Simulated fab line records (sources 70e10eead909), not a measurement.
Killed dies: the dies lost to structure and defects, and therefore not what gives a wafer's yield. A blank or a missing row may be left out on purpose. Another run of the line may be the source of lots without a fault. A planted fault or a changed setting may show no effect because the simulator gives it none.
3 desks looking at one fault || flow nand_harc || each desk has only its own numbers; what lay behind them comes last

== FROM THE METROLOGY DESK ==
What the gauges read, lot by lot, whatever tool the lot ran on: means of the sampled wafers that have a number. Marked OUT: a lot whose mean sits more than 4 standard deviations from the usual mean, which makes it out of limits; the brackets give that distance.
Columns: A = thk_nm at NHARC_P_BONDPAD_THK_MEAS_20, usual 160.9 nm
{"lot": "L870", "first seen here": "day 7 05:00", "A": 161.5}
{"lot": "L872", "first seen here": "day 7 11:02", "A": 160.8}
{"lot": "L875", "first seen here": "day 8 15:56", "A": 162.9}
{"lot": "L876", "first seen here": "day 8 17:12", "A": 164.1}
{"lot": "L879", "first seen here": "day 9 20:26", "A": 160.8}
{"lot": "L880", "first seen here": "day 10 03:01", "A": "397.9 (+99 or more) OUT"}
{"lot": "L883", "first seen here": "day 10 11:25", "A": "399.3 (+99 or more) OUT"}
{"lot": "L884", "first seen here": "day 10 16:23", "A": "403.2 (+99 or more) OUT"}
{"lot": "L888", "first seen here": "day 11 16:44", "A": 160.4}
{"lot": "L889", "first seen here": "day 11 16:59", "A": 160.5}
{"lot": "L890", "first seen here": "day 12 09:30", "A": 160.8}
This desk's finding: out of limits on L880, L883, L884; first on L880, day 10 03:01 (thk_nm at NHARC_P_BONDPAD_THK_MEAS_20). L870, L872, L875, L876, L879, L888, L889, L890: within limits.

== THE DEFECT DESK ==
Per lot, the means of the sampled wafers with a number show what the inspections along the route counted. Marked OUT: a lot whose mean sits more than 4 standard deviations from the usual mean, which makes it out of limits; the brackets give that distance.
Columns: A = raw_defect_count at NHARC_P_BONDPAD_INSPECT_23, usual 339
{"lot": "L870", "first seen here": "day 7 05:13", "A": 337}
{"lot": "L872", "first seen here": "day 7 11:14", "A": 293}
{"lot": "L875", "first seen here": "day 8 16:10", "A": 284}
{"lot": "L876", "first seen here": "day 8 17:25", "A": 299}
{"lot": "L879", "first seen here": "day 9 20:38", "A": 325}
{"lot": "L880", "first seen here": "day 10 03:14", "A": "6056 (+52) OUT"}
{"lot": "L883", "first seen here": "day 10 11:37", "A": "6110 (+52) OUT"}
{"lot": "L884", "first seen here": "day 10 16:36", "A": "6104 (+52) OUT"}
{"lot": "L888", "first seen here": "day 11 16:56", "A": 245}
{"lot": "L889", "first seen here": "day 11 17:11", "A": 261}
{"lot": "L890", "first seen here": "day 12 09:42", "A": 259}
This desk's finding: out of limits on L880, L883, L884; first on L880, day 10 03:14 (raw_defect_count at NHARC_P_BONDPAD_INSPECT_23). L870, L872, L875, L876, L879, L888, L889, L890: within limits.

== FOR THE TOOL OWNER'S DESK: cmp-04 ==
The tool's own readings at NHARC_P_BONDPAD_CMP_19 (polishes, t overpolish 30 s, cu recess touch 16 s, target thk 160.81 nm): means of the sampled wafers that have a number, for each lot that ran on this tool. Marked OUT: a lot whose mean sits more than 4 standard deviations from the usual mean, which makes it out of limits; the brackets give that distance.
Columns: A = edge_zone_pressure_frac at NHARC_P_BONDPAD_CMP_19, usual 1.000; B = motor_current_A at NHARC_P_BONDPAD_CMP_19, usual 11.9 A; C = overpolish_run_s at NHARC_P_BONDPAD_CMP_19, usual 30.001 s
{"lot": "L870", "first seen here": "day 7 04:40", "A": 0.999, "B": 11.5, "C": 30.006}
{"lot": "L879", "first seen here": "day 9 20:08", "A": 1.003, "B": 11.6, "C": 30.002}
{"lot": "L890", "first seen here": "day 12 09:12", "A": 0.999, "B": 11.0, "C": 30.002}
This desk's finding: nothing out of limits on any of the 3 lots.

== ALL TOGETHER ==
The metrology desk could have raised an alarm at day 10 03:01, on L880, L883, L884.
The defect desk could have raised an alarm at day 10 03:14, on L880, L883, L884.
The desk of the tool owner found nothing out of limits.
The tool owner's desk has no number on record for L880, L883, L884.
Every lot named ran NHARC_P_BONDPAD_CMP_19 on cmp-04.

== WHAT THE SIMULATOR PUT IN ==
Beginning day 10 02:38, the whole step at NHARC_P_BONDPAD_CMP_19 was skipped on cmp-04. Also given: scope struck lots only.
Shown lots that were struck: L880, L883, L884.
Hours from the fault's start to each desk's first reading out of limits: the metrology desk, 0; the defect desk, 1.
